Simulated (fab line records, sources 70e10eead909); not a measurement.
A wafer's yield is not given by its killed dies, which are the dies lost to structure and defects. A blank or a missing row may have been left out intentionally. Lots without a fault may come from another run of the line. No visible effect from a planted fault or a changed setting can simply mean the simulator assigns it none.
fab line records | flow nandHarc | part 1 of 2: steps 1 to 3 of 6
[record] lots = 24 wafers = 72 lastDay = 34
route steps=1302 shown P_M0@264 P_M2@335 P_BONDPAD@353
lots that met no fault: taken from a fault-free run of the same line
startH: start of the lot's first displayed wafer, in hours after the record's first day | waitH: hours from the lot's prior step to this one | " as in the row above | L1.1+2: a row that stands for several wafers | - either no value or no given start | * or withheld: withheld | < > ~ a bound
route shown NAME@n: names a module that has steps shown in the file, with the first one's number in the route | usual: average and standard deviation across the fault-free wafers | same: alike in all rows | chamber/n: place in a boat | sites: the reading at each site | _std_site: how widely they spread, as a standard deviation | _edge_site: outer sites' mean less inner sites' | radiusMm: for every site, how far away it sits from the centre of the wafer | mask NAME#n: copy n | behind: the most recent tool/chamber to have shaped the wafer | hold: the reason the lot was held/the length of the hold in hours/how it ended | device: the n, p or np transistor that did not switch | end of line: tests of these same wafers at the route's end | for a step that has no rows: nothing shown but its recipe | killed: at the first sort, the dies lost to defects and structure; wafer yield is something else | map: the dies of a wafer, with x for killed, . for not killed, _ for no die there
set.NAME: the setting the step ran with; set.NAME@STEP: the setting that earlier step ran with | model.NAME: the simulator's own value behind a step, which no gauge read
route steps across a sampled set of lots; one table per step, one row per wafer
services: when a tool's chamber went out of use (startH, in hours from the record's first day, below 0 if earlier), for how many hours, and the reason
[[steps]]
[step NHARC_P_M0_OVL_MEAS_10]
[recipe] pitchNm = 180
[usual] overlayXNm = 0.2/0.8 overlayYNm = -0.1/0.84
// columns lot.wafer tool chamber startH waitH overlayXNm overlayYNm
L074.3 overlay-01 - 123.54 - -1.0 0.9
L074.5 " - " " -0.6 1.6
L074.6 " - " " -0.6 0.8
L076.2 overlay-01 - 137.45 - 1.0 -1.9
L076.3 " - " " 0.8 -1.3
L076.6 " - " " 1.5 -1.6
L075.2 overlay-02 - 138.16 - -0.6 0.6
L075.5 " - " " -0.5 0.8
L075.6 " - " " -0.7 0.9
L077.2 overlay-01 - 149.31 - -0.4 1.3
L077.5 " - " " -0.1 1.1
L077.6 " - " " 0.0 1.1
L078.1 overlay-01 - 162.30 - 0.6 0.2
L078.4 " - " " 0.9 -0.6
L078.6 " - " " 1.0 0.5
L079.1 overlay-02 - 172.84 - 1.4 -0.4
L079.3 " - " " 1.9 -0.3
L079.5 " - " " 1.4 -0.7
L080.1 overlay-02 - 180.77 - -0.6 -0.6
L080.2 " - " " -0.4 -0.3
L080.3 " - " " -0.5 0.1
L081.1 overlay-01 - 196.02 - 1.2 0.3
L081.3 " - " " 1.3 0.0
L081.6 " - " " 0.6 0.0
L082.2 overlay-02 - 196.82 - -0.2 -0.2
L082.4 " - " " -0.2 0.3
L082.6 " - " " -0.1 -0.1
L083.2 overlay-01 - 210.27 - 1.3 0.8
L083.4 " - " " 1.2 0.7
L083.5 " - " " 1.0 1.1
L084.1 overlay-01 - 219.29 - 0.2 -0.3
L084.2 " - " " 0.7 -0.7
L084.4 " - " " 0.2 -0.5
L085.2 overlay-02 - 232.92 - 0.4 -1.0
L085.3 " - " " -0.3 -1.0
L085.4 " - " " 0.1 -0.1
L086.2 overlay-02 - 236.69 - 0.6 -0.1
L086.4 " - " " 0.5 -0.2
L086.5 " - " " 0.1 -0.2
L087.1 overlay-01 - 249.41 - 0.2 0.5
L087.2 " - " " 0.8 0.9
L087.3 " - " " 0.9 0.2
L089.1 overlay-02 - 268.22 - -0.8 0.5
L089.2 " - " " -0.8 0.7
L089.5 " - " " -1.0 0.5
L088.1 overlay-01 - 273.22 - -0.9 -1.2
L088.2 " - " " -0.3 -1.0
L088.3 " - " " -0.7 -0.5
L090.2 overlay-02 - 280.24 - 0.4 -1.9
L090.5 " - " " -0.2 -1.4
L090.6 " - " " 0.9 -1.3
L091.1 overlay-01 - 292.22 - 0.7 -0.1
L091.3 " - " " 1.0 -0.3
L091.5 " - " " 0.8 -0.1
L092.1 overlay-01 - 305.84 - -0.8 -0.2
L092.4 " - " " -0.8 -0.1
L092.6 " - " " -1.0 0.3
L093.2 overlay-02 - 310.52 - 1.1 -0.2
L093.3 " - " " 0.7 -0.9
L093.5 " - " " 0.6 -0.3
L094.3 overlay-02 - 321.83 - -1.5 0.7
L094.4 " - " " -1.2 0.1
L094.6 " - " " -1.7 0.5
L095.1 overlay-01 - 327.42 - 0.1 -1.7
L095.4 " - " " 0.5 -2.1
L095.5 " - " " 0.4 -1.9
L097.3 overlay-02 - 349.42 - 0.9 0.1
L097.4 " - " " 0.7 0.5
L097.6 " - " " 0.8 0.7
L096.2 overlay-01 - 374.66 - -0.4 -0.5
L096.3 " - " " -0.5 -0.3
L096.6 " - " " -0.3 -0.6
[step NHARC_P_M0_DESCUM_14]
[recipe] timeS = 3 o2FlowSccm = 200 arFlowSccm = 0 biasPowerW = 0 chemistry = O2
[usual] drypumpMotorCurrentA = 5.9/0.4 oesProductAu = 1.002/0.0081 rfVppV = 57.8/0.9 showerheadPlenumPTorr = 1.96/0.062 throttleValvePct = 11.311/0.0094
// columns lot.wafer tool chamber startH waitH drypumpMotorCurrentA oesProductAu rfHoursCounterH rfVppV showerheadPlenumPTorr throttleValvePct
L074.3 rieDiel-12 3 123.66 0.1 6.1 0.985 9 56.4 1.89 11.308
L074.6 " 1 " " 5.5 0.988 - 59.1 1.99 11.317
L074.5 " 2 " " 5.5 0.995 - 57.2 2.00 11.297
L076.3 rieDiel-07 3 137.56 0.1 5.6 1.001 1 57.7 2.03 11.318
L076.2 " 0 " " 6.3 0.994 1 57.1 1.84 11.295
L076.6 " 1 " " 6.0 1.005 - 57.2 2.01 11.317
L075.2 rieDiel-12 0 138.26 0.1 5.0 0.994 9 57.3 1.89 11.311
L075.5 " 0 " " 5.0 0.999 - 56.5 1.89 11.304
L075.6 " 1 " " 5.5 0.994 - 57.7 1.99 11.328
L077.2 rieDiel-07 1 149.43 0.1 5.9 1.015 2 58.6 2.01 11.312
L077.6 " 2 " " 6.1 1.019 - 57.4 1.96 11.302
L077.5 " 3 " " 5.6 1.007 - 57.0 2.03 11.308
L078.4 rieDiel-07 3 162.42 0.1 5.6 0.999 3 58.0 2.03 11.301
L078.1 " 0 " " 6.3 0.995 3 56.6 1.84 11.318
L078.6 " 2 " " 6.1 1.000 - 57.8 1.96 11.310
L079.3 rieDiel-07 3 172.93 0.1 5.6 1.002 5 58.4 2.03 11.305
L079.1 " 1 " " 5.9 1.008 5 57.2 2.01 11.310
L079.5 " 0 " " 6.3 0.994 - 57.3 1.84 11.309
L080.1 rieDiel-07 1 180.87 0.1 5.9 1.010 6 56.6 2.01 11.300
L080.2 " 2 " " 6.1 1.004 6 57.4 1.96 11.315
L080.3 " 3 " " 5.6 0.996 5 59.0 2.03 11.307
L081.1 rieDiel-11 1 196.11 0.1 6.2 0.999 35 57.8 2.02 11.322
L081.3 " 2 " " 6.1 1.002 35 57.8 1.98 11.296
L081.6 " 1 " " 6.2 0.996 - 59.2 2.02 11.304
L082.4 rieDiel-07 2 196.93 0.1 6.0 1.008 10 57.8 1.96 11.300
L082.2 " 3 " " 5.6 1.009 9 58.1 2.03 11.316
L082.6 " 1 " " 5.9 1.012 - 57.5 2.00 11.305
L083.4 rieDiel-07 3 210.38 0.1 5.6 0.995 11 58.2 2.03 11.308
L083.2 " 0 " " 6.2 0.993 10 56.7 1.84 11.319
L083.5 " 2 " " 6.1 1.018 - 58.0 1.96 11.308
L084.2 rieDiel-11 2 219.39 0.1 6.1 1.016 41 56.6 1.98 11.318
L084.4 " 3 " " 5.0 1.002 39 57.9 1.91 11.321
L084.1 " 0 " " 6.3 1.015 40 59.5 1.99 11.311
L085.2 rieDiel-11 3 233.03 0.1 5.0 1.009 43 55.8 1.91 11.311
L085.3 " 0 " " 6.3 1.013 45 58.7 1.99 11.313
L085.4 " 1 " " 6.2 1.000 47 58.9 2.01 11.315
L086.4 rieDiel-07 2 236.79 0.1 6.1 1.002 17 57.2 1.95 11.313
L086.2 " 0 " " 6.3 1.003 16 55.9 1.84 11.312
L086.5 " 1 " " 5.9 1.004 - 57.5 2.00 11.306
L087.2 rieDiel-07 2 249.50 0.1 6.1 0.998 19 57.6 1.95 11.302
L087.3 " 3 " " 5.6 1.000 19 59.1 2.03 11.306
L087.1 " 0 " " 6.3 0.994 18 56.5 1.84 11.279
L089.2 rieDiel-07 3 268.34 0.1 5.6 0.993 20 56.3 2.03 11.307
L089.1 " 0 " " 6.3 1.003 20 56.9 1.84 11.330
L089.5 " 2 " " 6.1 0.995 - 57.8 1.95 11.302
L088.1 rieDiel-07 1 273.32 0.1 5.9 0.990 21 60.0 2.00 11.318
L088.3 " 3 " " 5.6 1.000 21 57.9 2.03 11.307
L088.2 " 0 " " 6.3 0.991 21 57.6 1.84 11.294
L090.2 rieDiel-07 3 280.34 0.1 5.6 0.991 22 57.0 2.03 11.313
L090.5 " 3 " " 5.6 0.996 - 59.0 2.03 11.317
L090.6 " 0 " " 6.3 1.009 - 56.7 1.84 11.295
L091.3 rieDiel-07 1 292.33 0.1 5.9 1.020 23 58.1 2.00 11.311
L091.1 " 2 " " 6.1 1.009 23 57.1 1.95 11.313
L091.5 " 1 " " 5.9 1.025 - 57.6 2.00 11.319
L092.1 rieDiel-11 0 305.96 0.1 6.3 1.008 14 58.3 1.99 11.318
L092.4 " 1 " " 6.2 0.995 12 58.5 2.01 11.318
L092.6 " 3 " " 5.0 1.000 - 58.8 1.91 11.309
L093.3 rieDiel-07 1 310.61 0.1 5.9 1.008 1 58.3 2.00 11.318
L093.2 " 2 " " 6.1 1.001 1 57.7 1.95 11.313
L093.5 " 1 " " 5.9 1.016 - 59.8 2.00 11.314
L094.3 rieDiel-11 3 321.93 0.1 5.0 0.997 19 57.5 1.90 11.317
L094.4 " 2 " " 6.1 1.006 16 56.9 1.97 11.317
L094.6 " 3 " " 5.0 0.996 - 57.4 1.90 11.282
L095.1 rieDiel-12 0 327.53 0.1 5.0 0.997 21 57.7 1.87 11.323
L095.4 " 1 " " 5.5 0.989 21 57.1 1.96 11.307
L095.5 " 0 " " 5.0 1.004 - 58.1 1.87 11.316
L097.3 rieDiel-11 0 349.52 0.1 6.3 1.009 35 57.8 1.98 11.296
L097.4 " 1 " " 6.2 1.000 28 59.3 2.00 11.315
L097.6 " 1 " " 6.2 1.014 - 58.8 2.00 11.312
L096.3 rieDiel-11 2 374.80 0.1 6.1 0.992 31 56.8 1.97 11.349
L096.2 " 3 " " 5.0 1.000 38 57.8 1.90 11.298
L096.6 " 1 " " 6.2 0.997 - 58.3 2.00 11.309
[step NHARC_P_M0_ETCH_34]
[recipe] targetDepthA = 400 overetchA = 120 timeS = 43.94 ionEnergyEv = 200 n2FlowSccm = 150 h2FlowSccm = 150 arFlowSccm = 0 rfW = 400 biasW = 150 chemistry = N2/H2
[usual] drypumpMotorCurrentA = 5.9/0.39 oesProductAu = 1.001/0.007 rfVppV = 431.9/2.2 showerheadPlenumPTorr = 2.09/0.07 throttleValvePct = 14.170/0.0089
// columns lot.wafer tool chamber startH waitH drypumpMotorCurrentA oesProductAu rfHoursCounterH rfVppV showerheadPlenumPTorr throttleValvePct
L074.3 rieDiel-12 3 123.73 0.1 6.1 0.991 9 428.7 2.01 14.156
L074.5 " 2 " " 5.4 0.997 - 433.8 2.14 14.170
L074.6 " 3 " " 6.1 0.984 - 428.5 2.01 14.172
L076.3 rieDiel-07 2 137.64 0.1 6.1 0.994 1 432.0 2.09 14.169
L076.2 " 3 " " 5.6 0.997 1 435.4 2.17 14.182
L076.6 " 1 " " 5.9 1.008 - 433.7 2.14 14.168
L075.2 rieDiel-12 3 138.37 0.1 6.1 0.993 11 430.8 2.01 14.172
L075.5 " 1 " " 5.5 1.000 - 432.6 2.12 14.173
L075.6 " 0 " " 5.0 1.000 - 428.9 2.02 14.154
L077.2 rieDiel-07 2 149.49 0.1 6.1 0.999 3 432.0 2.09 14.161
L077.6 " 1 " " 5.9 1.004 - 432.5 2.14 14.181
L077.5 " 2 " " 6.1 0.998 - 431.7 2.09 14.186
L078.4 rieDiel-07 1 162.48 0.1 5.9 1.005 3 433.8 2.14 14.158
L078.1 " 2 " " 6.1 1.003 4 432.4 2.09 14.181
L078.6 " 1 " " 5.9 1.009 - 433.9 2.14 14.164
L079.3 rieDiel-07 0 173.02 0.1 6.3 1.004 5 428.6 1.96 14.157
L079.1 " 1 " " 5.9 1.017 5 433.5 2.14 14.172
L079.5 " 1 " " 5.9 1.015 - 434.1 2.14 14.180
L080.1 rieDiel-07 0 180.95 0.1 6.3 1.006 6 428.2 1.96 14.182
L080.3 " 2 " " 6.1 1.008 6 432.4 2.09 14.164
L080.2 " 3 " " 5.6 1.000 5 435.4 2.17 14.166
L081.1 rieDiel-11 0 196.20 0.1 6.3 1.000 33 432.4 2.13 14.158
L081.3 " 2 " " 6.1 1.012 35 431.9 2.12 14.165
L081.6 " 0 " " 6.3 0.996 - 432.7 2.13 14.178
L082.4 rieDiel-07 1 197.00 0.1 6.0 1.005 9 433.2 2.14 14.156
L082.2 " 2 " " 6.1 1.011 10 432.0 2.09 14.176
L082.6 " 2 " " 6.1 0.996 - 433.0 2.09 14.156
L083.4 rieDiel-07 2 210.57 0.2 6.1 0.994 12 431.9 2.09 14.165
L083.2 " 0 " " 6.3 0.998 10 429.3 1.96 14.147
L083.5 " 1 " " 5.9 1.000 - 433.5 2.14 14.173
L084.1 rieDiel-11 3 219.57 0.2 5.0 1.008 39 430.5 2.04 14.164
L084.2 " 0 " " 6.4 1.008 40 433.4 2.13 14.166
L084.4 " 1 " " 6.2 1.004 42 434.1 2.15 14.171
L085.4 rieDiel-11 0 233.10 0.1 6.3 1.003 45 434.8 2.13 14.161
L085.3 " 1 " " 6.2 1.000 47 433.8 2.15 14.176
L085.2 " 3 " " 5.0 0.995 43 429.1 2.04 14.165
L086.2 rieDiel-07 0 236.87 0.1 6.3 1.011 16 428.6 1.96 14.163
L086.4 " 3 " " 5.6 1.007 17 434.0 2.17 14.176
L086.5 " 1 " " 5.9 1.014 - 433.8 2.14 14.177
L087.2 rieDiel-07 2 249.60 0.1 6.1 0.999 19 429.7 2.08 14.174
L087.3 " 3 " " 5.6 1.007 19 434.3 2.16 14.168
L087.1 " 0 " " 6.3 1.001 18 427.8 1.95 14.166
L089.1 rieDiel-07 1 268.41 0.1 5.9 1.004 21 432.6 2.14 14.180
L089.2 " 2 " " 6.1 1.001 21 431.7 2.08 14.171
L089.5 " 1 " " 5.9 1.002 - 432.8 2.14 14.169
L088.1 rieDiel-07 2 273.87 0.5 6.1 0.994 21 431.2 2.08 14.167
L088.2 " 3 " " 5.6 0.990 21 433.6 2.16 14.168
L088.3 " 0 " " 6.3 0.994 21 428.0 1.95 14.178
L090.2 rieDiel-07 3 280.42 0.1 5.6 0.999 22 434.1 2.16 14.162
L090.5 " 3 " " 5.6 1.006 - 436.0 2.16 14.159
L090.6 " 0 " " 6.3 0.996 - 429.4 1.95 14.168
L091.3 rieDiel-07 1 292.41 0.1 5.9 1.002 23 433.5 2.14 14.176
L091.1 " 3 " " 5.6 0.996 23 434.4 2.16 14.152
L091.5 " 1 " " 5.9 0.995 - 434.1 2.13 14.186
L092.4 rieDiel-11 1 306.03 0.1 6.2 1.003 12 432.6 2.14 14.173
L092.1 " 2 " " 6.1 1.004 12 431.5 2.11 14.185
L092.6 " 2 " " 6.0 1.002 - 432.2 2.11 14.177
L093.2 rieDiel-07 1 310.71 0.1 5.9 0.999 1 433.4 2.13 14.167
L093.3 " 2 " " 6.1 0.997 1 432.7 2.08 14.171
L093.5 " 0 " " 6.3 0.987 - 428.0 1.95 14.173
L094.4 rieDiel-11 2 322.02 0.1 6.1 0.999 16 433.0 2.11 14.175
L094.3 " 3 " " 5.0 0.997 19 431.9 2.03 14.171
L094.6 " 1 " " 6.2 1.007 - 432.8 2.14 14.173
L095.1 rieDiel-12 3 327.61 0.1 6.1 1.000 15 429.4 1.99 14.172
L095.4 " 0 " " 5.0 1.005 21 426.2 1.99 14.160
L095.5 " 2 " " 5.4 0.992 - 433.5 2.12 14.161
L097.4 rieDiel-11 2 349.60 0.1 6.1 1.008 25 433.2 2.10 14.181
L097.3 " 0 " " 6.3 1.014 35 432.4 2.11 14.157
L097.6 " 2 " " 6.1 1.005 - 433.4 2.10 14.174
L096.3 rieDiel-11 0 374.89 0.1 6.3 1.001 41 432.0 2.11 14.194
L096.2 " 3 " " 5.0 0.999 38 430.6 2.02 14.182
L096.6 " 1 " " 6.2 0.984 - 432.8 2.13 14.167
